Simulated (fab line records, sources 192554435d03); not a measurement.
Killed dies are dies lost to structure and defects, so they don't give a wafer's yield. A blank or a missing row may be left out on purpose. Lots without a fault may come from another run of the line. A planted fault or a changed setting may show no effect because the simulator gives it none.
Chamber matching | flow n5_finfet | N5_HKMG_FIN_ETCH_31 on rie_diel-05: 4 sister chambers
The step etches SiARC in CF4, target depth 45.5 nm, time 75.8 s. 14 wafers are shown with their chamber, then 6 later ones without.

WAFERS WITH THEIR CHAMBER
wafer  | chamber | showerhead_plenum_p_Torr (Torr) | drypump_motor_current_A (A) | throttle_valve_pct (%)
L521.1 | 0       | 1.99                            | 5.3                         | 15.75
L521.3 | 3       | 2.14                            | 5.2                         | 15.63
L521.6 | 2       | 2.04                            | 5.4                         | 15.66
L523.2 | 0       | 1.98                            | 5.3                         | 15.75
L523.3 | 1       | 2.04                            | 6.6                         | 16.06
L523.6 | 2       | 2.04                            | 5.4                         | 15.64
L527.2 | 3       | 2.14                            | 5.1                         | 15.66
L527.3 | 0       | 1.98                            | 5.3                         | 15.78
L527.4 | 1       | 2.04                            | 6.6                         | 16.07
L529.2 | 1       | 2.04                            | 6.6                         | 16.08
L529.3 | 0       | 1.98                            | 5.3                         | 15.81
L529.6 | 0       | 1.98                            | 5.3                         | 15.79
L532.2 | 0       | 1.98                            | 5.3                         | 15.79
L532.5 | 0       | 1.98                            | 5.3                         | 15.84

SIGNATURES (means of the wafers above)
reading                  | chamber 0 | chamber 1 | chamber 2 | chamber 3 | scatter within a chamber
showerhead_plenum_p_Torr | 1.9814    | 2.0400    | 2.0400    | 2.1400    | 0.00293
drypump_motor_current_A  | 5.300     | 6.600     | 5.400     | 5.150     | 0.0224
throttle_valve_pct       | 15.7871   | 16.0700   | 15.6500   | 15.6450   | 0.0264
Rule: a wafer's distance from a chamber is the root of the sum, over the readings, of the square of ((its reading less the chamber's mean) divided by the reading's scatter). The wafer belongs to the nearest chamber; if the next one is less than 2 further off, it can't be placed. The scatter: the root of (the sum of the squares of (reading less its chamber's mean) over the shown wafers, divided by (wafers less chambers)).

WAFERS WITHOUT THEIR CHAMBER
wafer  | showerhead_plenum_p_Torr (Torr) | drypump_motor_current_A (A) | throttle_valve_pct (%)
L532.6 | 2.14                            | 5.1                         | 15.67
L534.4 | 1.98                            | 5.3                         | 15.81
L534.6 | 2.03                            | 5.5                         | 15.68
L544.1 | 2.29                            | 6.6                         | 15.65
L544.4 | 2.13                            | 5.1                         | 15.74
L544.6 | 1.97                            | 5.3                         | 15.88

WHICH CHAMBER EACH WENT THROUGH
wafer  | from the rows above | in truth
L532.6 | 3                   | 3
L534.4 | 0                   | 0
L534.6 | 2                   | 2
L544.1 | 3                   | 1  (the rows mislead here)
L544.4 | 3                   | 3
L544.6 | 0                   | 0
Placed correctly: 5 of 6. Can't be placed from these rows: 0. Placed wrongly: 1.
